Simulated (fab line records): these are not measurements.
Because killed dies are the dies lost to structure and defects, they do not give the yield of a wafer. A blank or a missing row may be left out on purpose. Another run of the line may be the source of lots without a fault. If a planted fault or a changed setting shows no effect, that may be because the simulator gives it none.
Which tool was responsible?	flow nand_harc	13 lots with 39 wafers sampled at 5 steps, on a route of 1159 steps

== WHAT EACH GAUGE READ, for each wafer ==
NHARC_P_BONDPAD_OVL_MEAS_38.
lot	measured	on	overlay_x_nm (nm)	overlay_y_nm (nm)
L955	day 5 23:13	overlay-01	5 5 6	-1 -1 -1
L957	day 7 05:12	overlay-02	-12 -12 -11	1 1 1
L958	day 7 06:45	overlay-01	-4 -4 -5	-7 -6 -7
L959	day 7 14:05	overlay-02	-1 -1 -1	-3 -3 -4
L962	day 8 04:09	overlay-01	-8 -8 -9	5 5 5
L961	day 8 04:33	overlay-02	-3 -3 -3	-16 -16 -16
L964	day 8 20:55	overlay-01	5 4 5	3 3 3
L965	day 9 02:37	overlay-01	14 15 15	2 2 3
L967	day 10 08:13	overlay-02	-1 -1 -1	3 3 3
L972	day 10 19:43	overlay-01	-10 -9 -10	-6 -6 -7
L975	day 11 01:53	overlay-01	-2 -1 -2	-7 -8 -8
L977	day 11 19:26	overlay-02	3 4 4	3 3 3
L978	day 12 04:43	overlay-01	-2 -2 -2	3 3 4

NHARC_A_ONON_D1_THK_MEAS_02: measures by ellipsometry.
lot	measured	on	thk_nm (nm)
L955	day 7 08:46	film_metro-01	1013 1013 1012
L957	day 8 07:45	film_metro-01	1004 1003 1004
L958	day 8 07:45	film_metro-02	999 1000 1000
L959	day 8 16:36	film_metro-02	986 984 985
L962	day 9 06:48	film_metro-01	977 976 976
L961	day 9 06:48	film_metro-02	996 997 995
L964	day 9 23:31	film_metro-02	1007 1006 1007
L965	day 10 05:20	film_metro-01	663 1034 663
L967	day 11 10:24	film_metro-02	634 1007 1005
L972	day 11 18:31	film_metro-02	1003 1003 631
L975	day 12 05:55	film_metro-01	990 989 991
L977	day 12 22:13	film_metro-01	1006 1006 1009
L978	day 13 07:54	film_metro-02	1014 1013 1015

NHARC_END_SORT_01.
lot	measured	on	killed_at_array	killed_at_other	killed_at_periphery	killed_dies	killed_open	killed_short
L965	day 22 01:53	prober-01	676 30 677	0 0 0	1 2 0	677 32 677	2 4 1	3 2 1
L967	day 23 12:43	prober-01	666 35 29	3 5 1	8 6 5	677 46 35	4 3 3	2 2 2
L972	day 24 15:56	prober-02	28 25 672	0 1 2	3 4 3	31 30 677	4 7 8	2 3 6

== TOOL THAT RAN EACH LOT (tool first, then ch and the chambers of the sampled wafers, then the start) ==
lot	NHARC_P_BONDPAD_STRIP_15	NHARC_A_ONON_D1_DEP_00
L955	rie_diel-11 ch 0,1,2, day 5 23:46	pecvd_onon-03 ch 0, day 7 08:16
L957	rie_diel-01 ch 2,3, day 7 05:52	pecvd_onon-03 ch 0, day 8 07:14
L958	rie_diel-11 ch 1,2, day 7 07:16	pecvd_onon-02 ch 0, day 8 07:14
L959	rie_diel-11 ch 1,3, day 7 14:40	pecvd_onon-03 ch 0, day 8 16:12
L962	rie_diel-11 ch 0,3, day 8 04:41	pecvd_onon-03 ch 0, day 9 06:24
L961	rie_diel-11 ch 0,2,3, day 8 05:04	pecvd_onon-02 ch 0, day 9 06:20
L964	rie_diel-11 ch 1,3, day 8 21:26	pecvd_onon-02 ch 0, day 9 23:01
L965	rie_diel-02 ch 1,2, day 9 03:10	pecvd_onon-02 ch 0, day 10 04:50
L967	rie_diel-01 ch 0,3, day 10 08:48	pecvd_onon-02 ch 0, day 11 09:53
L972	rie_diel-11 ch 1,2,3, day 10 20:17	pecvd_onon-02 ch 0, day 11 18:11
L975	rie_diel-11 ch 0,1,2, day 11 02:26	pecvd_onon-01 ch 0, day 12 05:23
L977	rie_diel-11 ch 1,2,3, day 11 20:05	pecvd_onon-03 ch 0, day 12 21:43
L978	rie_diel-01 ch 1,2,3, day 12 05:15	pecvd_onon-01 ch 0, day 13 07:23
- NHARC_P_BONDPAD_STRIP_15: strips in O2.
- NHARC_A_ONON_D1_DEP_00: target thk 1000 nm.

== AS READ BY THE TOOLS THEMSELVES (means over the sampled wafers that have a number; for cases with no such wafer, the mark the record gives instead) ==
NHARC_P_BONDPAD_STRIP_15.
lot	tool	drypump_motor_current_A (A)	oes_product_au (a.u.)	rf_vpp_V (V)	showerhead_plenum_p_Torr (Torr)	throttle_valve_pct (%)
L955	rie_diel-11	5.9	0.999	58.1	3.58	17.038
L957	rie_diel-01	6.1	1.010	58.4	3.69	17.035
L958	rie_diel-11	5.7	0.995	58.5	3.52	17.034
L959	rie_diel-11	5.5	1.002	57.1	3.41	17.041
L962	rie_diel-11	5.6	1.003	56.8	3.52	17.041
L961	rie_diel-11	5.4	0.990	57.1	3.47	17.037
L964	rie_diel-11	5.9	1.005	57.6	3.52	17.050
L965	rie_diel-02	6.0	0.988	57.4	3.64	17.027
L967	rie_diel-01	6.1	0.993	58.2	3.66	17.026
L972	rie_diel-11	5.6	1.004	57.1	3.46	17.027
L975	rie_diel-11	5.8	1.008	58.0	3.57	17.044
L977	rie_diel-11	5.6	1.007	57.7	3.46	17.042
L978	rie_diel-01	5.6	0.998	58.0	3.59	17.030

NHARC_A_ONON_D1_DEP_00.
lot	tool	n2_flow_sccm (sccm)	n2o_flow_sccm (sccm)	sih4_flow_sccm (sccm)
L955	pecvd_onon-03	2741	2001	210.0
L957	pecvd_onon-03	2743	1998	209.5
L958	pecvd_onon-02	2749	2000	210.5
L959	pecvd_onon-03	2739	2008	209.6
L962	pecvd_onon-03	2744	1984	209.0
L961	pecvd_onon-02	2751	1999	210.2
L964	pecvd_onon-02	2749	2003	210.0
L965	pecvd_onon-02	2755	1999	210.2
L967	pecvd_onon-02	2755	1998	209.1
L972	pecvd_onon-02	2748	1996	210.0
L975	pecvd_onon-01	2761	2000	209.9
L977	pecvd_onon-03	2741	1998	210.1
L978	pecvd_onon-01	2742	1998	210.7

== THE ANSWER, worked out from the rows above alone ==
Rule: what is usual is taken from the lots themselves. The widest of any qualifying gaps counts: lots, ordered by their means at a reading, are off when they make up no more than a third of the lots, leave a main group of 4 or more, and stand apart from it by 3 or more times the standard deviation of that group's means. Not used: any main group whose means are identical at the precision the tables above print for the reading. A lot without any number at a reading at which 4 lots or more have one is off too. Any other lot the step has rows for is counted as sound. After the gauges, taken in route order, come the tools' own readings; for these a lot's mean is taken, as printed above. The first step at which some lot is off is used, and at that step the reading that is off furthest; a lot without a number counts as furthest.
Off: L965, L967, L972 (NHARC_A_ONON_D1_THK_MEAS_02, thk_nm). For the main group the mean is 999 nm and the standard deviation 12.
If a tool, at a process step before that reading, ran all the lots that are off and no sound lot after the first of them, it fits. Those tools and the gauges at NHARC_A_ONON_D1_THK_MEAS_02 are tried in the same way. One fits: NHARC_A_ONON_D1_DEP_00 on pecvd_onon-02. Its last sound lot is L964 (day 9 23:01), its first lot that is off L965 (day 10 04:50): a fault that began between those two fits.

== WHAT WAS PUT IN BY THE SIMULATOR ==
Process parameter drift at NHARC_A_ONON_D1_DEP_00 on pecvd_onon-02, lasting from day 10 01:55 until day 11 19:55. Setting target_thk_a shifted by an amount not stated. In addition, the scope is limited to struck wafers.
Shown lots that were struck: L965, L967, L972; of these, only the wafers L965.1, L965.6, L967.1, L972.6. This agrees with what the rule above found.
